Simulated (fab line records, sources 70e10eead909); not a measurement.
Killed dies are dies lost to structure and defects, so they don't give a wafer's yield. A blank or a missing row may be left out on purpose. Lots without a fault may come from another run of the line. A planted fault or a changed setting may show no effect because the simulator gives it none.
Chamber matching | flow nand_harc | NHARC_A_STAIRCASE_CMP_152 on cmp-04: 4 sister chambers
The step polishes. 7 wafers are shown with their chamber, then 7 later ones without.

WAFERS WITH THEIR CHAMBER
wafer  | chamber | motor_current_A (A)
L082.1 | 2       | 12.3
L082.6 | 3       | 12.1
L088.4 | 2       | 12.1
L088.5 | 0       | 12.0
L088.6 | 1       | 10.9
L090.2 | 1       | 11.3
L090.4 | 0       | 12.6

WAFERS WITHOUT THEIR CHAMBER
wafer  | motor_current_A (A)
L090.5 | 11.4
L096.2 | 12.7
L096.3 | 11.4
L096.5 | 11.2
L095.3 | 13.1
L095.5 | 12.8
L095.6 | 12.9

WHICH CHAMBER EACH WENT THROUGH
wafer  | from the rows above               | in truth
L090.5 | can't be placed: 1 or 3 or 2 or 0 | 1
L096.2 | can't be placed: 0 or 2 or 3      | 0
L096.3 | can't be placed: 1 or 3 or 2 or 0 | 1
L096.5 | 1                                 | 1
L095.3 | can't be placed: 0 or 2 or 3      | 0
L095.5 | can't be placed: 0 or 2 or 3      | 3
L095.6 | can't be placed: 0 or 2 or 3      | 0
Placed correctly: 1 of 7. Can't be placed from these rows: 6 (the true chamber is among the candidates in 6). Placed wrongly: 0.
How it was worked out, from the rows above alone: a wafer's distance from a chamber is the root of the sum, over the readings, of the square of ((its reading less the chamber's mean) divided by the reading's scatter). The wafer belongs to the nearest chamber; if the next one is less than 2 further off, it can't be placed. A chamber's mean is the mean of its shown wafers. The scatter: the root of (the sum of the squares of (reading less its chamber's mean) over the shown wafers, divided by (wafers less chambers)).
